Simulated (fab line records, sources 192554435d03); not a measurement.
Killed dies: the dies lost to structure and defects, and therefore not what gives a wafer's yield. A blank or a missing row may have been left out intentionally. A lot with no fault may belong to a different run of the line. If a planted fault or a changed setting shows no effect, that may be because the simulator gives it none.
8D (eight disciplines) problem report, filled in by code :: flow n5Finfet :: the parts of the form that need people (team, actions taken, sign-off) are left out

== 1. THE ISSUE ==
Mean of cdNm at N5_BEOL_M0_SAQP_CD_MEAS_40: 19.46 nm across 2 wafers in 2 lots; on wafers with no fault it is 30.05 nm (standard deviation 0.23). Measured from the usual mean, that is -46 standard deviations.
The step: target cd 30 nm.
First observed at day 8 19:13: wafer L699.3, on cdSem-01. The record has a number at this step for 27 wafers belonging to 9 lots. The rule behind "out" and "out of limits": a value lying over 4 standard deviations away from the usual mean. All remaining wafers that have a number are taken as sound.

== 2. WHAT IT IS AND WHAT IT IS NOT ==
question: which readings at this step
is: cdNm
is not: -

question: which lots
is: L699, L703
is not: L688, L689, L693, L698, L701, L709, L710

question: which wafers of those lots
is: L699.3, L703.3
is not: L699.5, L699.6, L703.4, L703.5

question: read on which gauges
is: cdSem-01, cdSem-02
is not: cdSem-03

question: when
is: from day 8 19:13
is not: up to then (14 sound wafers); but 11 sound wafers of L701, L703, L709, L710 came after

== 3. WHAT RULES OUT EACH SUSPECT ==
Counting: a tool at a process step up to the reading stays a suspect if it ran every lot that is out. Sound lots after the first of them don't rule it out here, since some wafers of a struck lot are sound.
- the gauge at N5_BEOL_M0_SAQP_CD_MEAS_40 has been ruled out. The wafers that are out were read on 2 gauges (cdSem-01, cdSem-02).
- vaporEtch-02 at N5_BEOL_M0_SAQP_RECESS_109 (chemistry HF/NH3, target SiO2, target depth 3 nm, afs cycles 1, sublimation time 60 s): kept. It processed each lot that is out (first: L699, day 8 17:48); up to then, its last sound lot is L698 (day 8 07:36).
- euvScanner-02 at N5_BEOL_M0_SAQP_EXPOSE_37 (exposes mask M0 CUT1, target cd 30 nm): kept. It processed each lot that is out (first: L699, day 8 19:05); up to then, its last sound lot is L698 (day 8 08:40).
The count leaves euvScanner-02 at N5_BEOL_M0_SAQP_EXPOSE_37 and vaporEtch-02 at N5_BEOL_M0_SAQP_RECESS_109.

== 4. THE CAUSE (what the simulator had put in) ==
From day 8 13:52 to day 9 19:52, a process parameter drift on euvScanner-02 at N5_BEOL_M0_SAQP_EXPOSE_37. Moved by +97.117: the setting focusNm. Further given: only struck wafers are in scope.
Counting left 2 suspects, and this tool is among them.

== 5. SEQUENCE OF EFFECTS, ordered by route ==
Each row: a reading where the mean over the struck wafers with a number is more than 3 standard deviations away from the usual. Only readings for which the record gives a usual standard deviation are gone through. hours: the time from each lot's start at the first step in this table that gives one to its start at this step, as a median over the lots. sigmas: the change in usual standard deviations.
hours: 0
step: N5_BEOL_M0_SAQP_CD_MEAS_40
reading: cdNm
usual: 30.05 nm
on struck wafers: 19.46
change: -10.59
sigmas: -46

hours: 166
step: N5_PASSIVATION_PROBE_49
reading: defectLimitedYield
usual: 91.4 %
on struck wafers: 0.0
change: -91.4
sigmas: -61

hours: 166
step: N5_PASSIVATION_PROBE_49
reading: killed_at_M0_to_M3
usual: 34
on struck wafers: 1103
change: +1069
sigmas: +89

hours: 166
step: N5_PASSIVATION_PROBE_49
reading: killedDies
usual: 101
on struck wafers: 1180
change: +1079
sigmas: +60

hours: 166
step: N5_PASSIVATION_PROBE_49
reading: killedOnRim
usual: 13
on struck wafers: 152
change: +139
sigmas: +35

hours: 166
step: N5_PASSIVATION_PROBE_49
reading: sort_bin_5_function
usual: 5.1 %
on struck wafers: 15.2
change: +10.1
sigmas: +10

hours: 166
step: N5_PASSIVATION_PROBE_49
reading: sortNPass
usual: 1079
on struck wafers: 0
change: -1079
sigmas: -63

hours: 166
step: N5_PASSIVATION_PROBE_49
reading: sortYieldPct
usual: 91.4 %
on struck wafers: 0.0
change: -91.4
sigmas: -61
Process steps it contains:
- N5_PASSIVATION_PROBE_49

== 6. WHAT WOULD HAVE CAUGHT IT SOONER ==
The first out-of-limits reading at a measuring or inspecting step in this record came at day 8 19:13, 5 hours after the fault's start at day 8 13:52.
Tool readings at N5_BEOL_M0_SAQP_EXPOSE_37 with a usual standard deviation given in the record: none out on any struck wafer, hence no alarm at a limit of 4 standard deviations on them.
Of the lots that are out (2), L703 began N5_BEOL_M0_SAQP_EXPOSE_37 on euvScanner-02 after day 8 19:13. Putting the tool on hold at that point would have spared it.
